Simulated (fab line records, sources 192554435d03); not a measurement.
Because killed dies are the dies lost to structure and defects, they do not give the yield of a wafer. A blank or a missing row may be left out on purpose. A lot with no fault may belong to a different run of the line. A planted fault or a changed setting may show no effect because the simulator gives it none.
Matching of chambers | flow n5_finfet | rie_si-03 running N5_DUMMY_GATE_ETCH_32: 4 sister chambers
The step etches SiO2 in CF4, target depth 3.5 nm, time 3.9 s. 14 wafers are shown with their chamber, then 7 later ones without.

== WAFERS PAIRED WITH THEIR CHAMBERS ==
wafer  | chamber | drypump_motor_current_A (A) | throttle_valve_pct (%) | oes_product_au (a.u.)
L077.1 | 1       | 5.2                         | 21.49                  | 1.008
L077.2 | 3       | 6.3                         | 21.97                  | 0.984
L077.3 | 2       | 6.1                         | 21.74                  | 0.996
L077.4 | 0       | 6.4                         | 22.05                  | 1.009
L077.5 | 2       | 6.1                         | 21.75                  | 0.983
L077.6 | 1       | 5.2                         | 21.50                  | 1.007
L080.1 | 2       | 6.1                         | 21.75                  | 0.989
L080.2 | 1       | 5.2                         | 21.49                  | 1.009
L080.3 | 0       | 6.4                         | 22.05                  | 1.011
L080.4 | 3       | 6.3                         | 21.96                  | 0.988
L080.5 | 3       | 6.3                         | 21.96                  | 0.984
L080.6 | 2       | 6.1                         | 21.76                  | 0.983
L093.1 | 1       | 5.2                         | 21.48                  | 1.006
L093.5 | 1       | 5.1                         | 21.47                  | 1.017

SIGNATURES (means of the wafers above)
reading                 | chamber 0 | chamber 1 | chamber 2 | chamber 3 | scatter within a chamber
drypump_motor_current_A | 6.400     | 5.180     | 6.100     | 6.300     | 0.0283
throttle_valve_pct      | 22.0500   | 21.4860   | 21.7500   | 21.9633   | 0.00887
oes_product_au          | 1.01000   | 1.00940   | 0.98775   | 0.98533   | 0.00452
Rule: for a wafer and a chamber, the distance is found by dividing, reading by reading, the gap between the wafer's reading and the chamber's mean by the reading's scatter, squaring, summing and taking the root. If the next closest chamber is less than 2 further off than the closest, the wafer can't be placed; otherwise it belongs to the closest. The scatter: take each reading less its chamber's mean, square it, sum over the shown wafers, divide by the number of wafers less the number of chambers, and take the root.

== WAFERS WITH NO CHAMBER GIVEN ==
wafer  | drypump_motor_current_A (A) | throttle_valve_pct (%) | oes_product_au (a.u.)
L093.6 | 6.3                         | 21.98                  | 0.982
L095.2 | 6.3                         | 21.98                  | 0.977
L095.3 | 6.1                         | 21.77                  | 0.999
L095.4 | 6.3                         | 21.97                  | 0.986
L097.1 | 6.4                         | 21.97                  | 0.980
L097.2 | 5.2                         | 21.49                  | 1.009
L097.3 | 6.1                         | 21.76                  | 1.004

== CHAMBER TAKEN BY EACH ==
wafer  | from the rows above | in truth
L093.6 | 3                   | 3
L095.2 | 3                   | 3
L095.3 | 2                   | 2
L095.4 | 3                   | 3
L097.1 | 3                   | 3
L097.2 | 1                   | 1
L097.3 | 2                   | 2
Correctly placed: 7 of 7. Number that these rows cannot place: 0. 0 placed wrongly.
